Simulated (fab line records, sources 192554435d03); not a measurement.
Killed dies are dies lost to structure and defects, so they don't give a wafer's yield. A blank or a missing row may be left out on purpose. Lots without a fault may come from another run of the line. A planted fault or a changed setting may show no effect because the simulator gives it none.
Split-lot experiment | flow n5_finfet | 7 lots, 39 wafers read, on a route of 1938 steps

THE SPLIT
At N5_HKMG_FIN_ETCH_55 (etches SOC in N2/H2, target depth 240 nm, time 300 s), the setting time_s was moved away from the recipe's 300 s on 18 of the 39 wafers read, by -22.2% to +18.5%. The other wafers ran this setting at the recipe's value.

The reading is taken at the split's own step.

THE READING
SiARC_of_HKMG_FIN_COAT_42.thk_nm (the simulator's own value, which no gauge read), in nm, at N5_HKMG_FIN_ETCH_55 (etches SOC in N2/H2, target depth 240 nm, time 300 s). The file gives no usual value for it. The 21 wafers here that ran the recipe average 21.6 nm, standard deviation 0.5 nm.

wafer  | tool, chamber at the split | time_s as run, s | against the recipe | SiARC_of_HKMG_FIN_COAT_42.thk_nm, nm | against lot-mates on the recipe
L075.1 | rie_diel-03, 3             | 250.9            | -16.4%             | 23.6                                 | +2.3
L075.2 | rie_diel-03, 1             | 300              | recipe             | 21.4                                 | -
L075.3 | rie_diel-03, 1             | 250.9            | -16.4%             | 23.6                                 | +2.3
L075.4 | rie_diel-03, 3             | 300              | recipe             | 21.2                                 | -
L075.5 | rie_diel-03, 3             | 250.9            | -16.4%             | 23.6                                 | +2.3
L075.6 | rie_diel-03, 1             | 300              | recipe             | 21.4                                 | -
L078.1 | rie_diel-05, 2             | 300              | recipe             | 21.2                                 | -
L078.2 | rie_diel-05, 1             | 355.5            | +18.5%             | 18.4                                 | -2.8
L078.3 | rie_diel-05, 3             | 355.5            | +18.5%             | 20                                   | -1.2
L078.4 | rie_diel-05, 0             | 300              | recipe             | 21                                   | -
L078.5 | rie_diel-05, 3             | 355.5            | +18.5%             | 20.2                                 | -1.0
L078.6 | rie_diel-05, 2             | 300              | recipe             | 21.4                                 | -
L081.1 | rie_diel-05, 2             | 262.2            | -12.6%             | 23                                   | +1.5
L081.2 | rie_diel-05, 3             | 262.2            | -12.6%             | 24                                   | +2.5
L081.3 | rie_diel-05, 1             | 300              | recipe             | 21.4                                 | -
L081.4 | rie_diel-05, 0             | 262.2            | -12.6%             | 22.8                                 | +1.3
L081.5 | rie_diel-05, 3             | 300              | recipe             | 22.4                                 | -
L081.6 | rie_diel-05, 0             | 300              | recipe             | 20.8                                 | -
L084.1 | rie_diel-06, 0             | 300              | recipe             | 21                                   | -
L084.2 | rie_diel-06, 1             | 300              | recipe             | 22.2                                 | -
L084.3 | rie_diel-06, 2             | 241.6            | -19.5%             | 24.2                                 | +2.8
L084.4 | rie_diel-06, 3             | 241.6            | -19.5%             | 24.4                                 | +3.0
L084.5 | rie_diel-06, 1             | 241.6            | -19.5%             | 24.6                                 | +3.2
L084.6 | rie_diel-06, 0             | 300              | recipe             | 21                                   | -
L089.1 | rie_diel-06, 0             | 246.3            | -17.9%             | 23.8                                 | +1.8
L089.2 | rie_diel-06, 2             | 246.3            | -17.9%             | 24.2                                 | +2.2
L089.3 | rie_diel-06, 1             | 246.3            | -17.9%             | 24.8                                 | +2.8
L089.4 | rie_diel-06, 3             | 300              | recipe             | 21.8                                 | -
L089.5 | rie_diel-06, 1             | 300              | recipe             | 22.4                                 | -
L089.6 | rie_diel-06, 2             | 300              | recipe             | 21.8                                 | -
L093.1 | rie_diel-06, 3             | 300              | recipe             | 21.8                                 | -
L093.3 | rie_diel-06, 0             | 300              | recipe             | 21                                   | -
L093.6 | rie_diel-06, 1             | 300              | recipe             | 22.2                                 | -
L097.1 | rie_diel-05, 1             | 233.3            | -22.2%             | 24.2                                 | +2.5
L097.2 | rie_diel-05, 3             | 300              | recipe             | 22.4                                 | -
L097.3 | rie_diel-05, 2             | 300              | recipe             | 21.4                                 | -
L097.4 | rie_diel-05, 0             | 233.3            | -22.2%             | 24.2                                 | +2.5
L097.5 | rie_diel-05, 3             | 233.3            | -22.2%             | 25.2                                 | +3.5
L097.6 | rie_diel-05, 2             | 300              | recipe             | 21.4                                 | -

THE FIT
A straight line over all 39 wafers: SiARC_of_HKMG_FIN_COAT_42.thk_nm changes by -0.131 nm for each +1% of time_s; r = -0.94; the points scatter about the line by 0.53 nm.
The same after taking each lot's own level away (the mean of its wafers on the recipe; 39 wafers): -0.123 nm for each +1%; r = -0.94; scatter 0.52 nm.
On that fit, the largest move of time_s shifts the reading by 2.7 nm.
The lots' own levels span 21.20 to 22.00 nm, that is 1.6 times the standard deviation above.
So the lot-to-lot level changes the slope little: the two slopes agree.
Check: with one of the wafers moved furthest among these (-22.2%) left out of the fit, the line predicts +2.91 nm for it against its lot-mates. It came out at +2.47 nm against them.

OTHER SPLITS ON THESE WAFERS
These wafers also went through other splits before the reading. Each is held against what the fit with the lots' levels taken away leaves over:
other split on the same wafers    | wafers away from the commonest value | r with SiARC_of_HKMG_FIN_COAT_42.thk_nm (lot level and that fit taken away)
N5_WELL_APT_IMPLANT_14 energy_kev | 18                                   | +0.06
N5_DUMMY_GATE_EXPOSE_12 dose_mj   | 12                                   | +0.16
N5_DUMMY_GATE_ETCH_37 source_w    | 9                                    | +0.08
N5_SD_EPI_N_EPI_21 temp_c         | 12                                   | +0.04

THE WHOLE CHAIN: every reading that the file lists as answering this split, in the file's order
step                | what it does                                         | reading                                                                           | change (the file's fit)               | r (the file's)
N5_HKMG_FIN_ETCH_55 | etches SOC in N2/H2, target depth 240 nm, time 300 s | HKMG_FIN.feature_depth_nm (the simulator's own value, which no gauge read)        | +2.22 nm for each +1% of the setting  | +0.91
N5_HKMG_FIN_ETCH_55 | etches SOC in N2/H2, target depth 240 nm, time 300 s | etch.depth_nm (the simulator's own value, which no gauge read)                    | +2.22 nm for each +1% of the setting  | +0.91
N5_HKMG_FIN_ETCH_55 | etches SOC in N2/H2, target depth 240 nm, time 300 s | SiARC_of_HKMG_FIN_COAT_42.thk_nm (the simulator's own value, which no gauge read) | -0.128 nm for each +1% of the setting | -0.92

THE FILE'S OWN FIT
SiARC_of_HKMG_FIN_COAT_42.thk_nm changes by -0.128 nm for each +1% of time_s, r = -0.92.
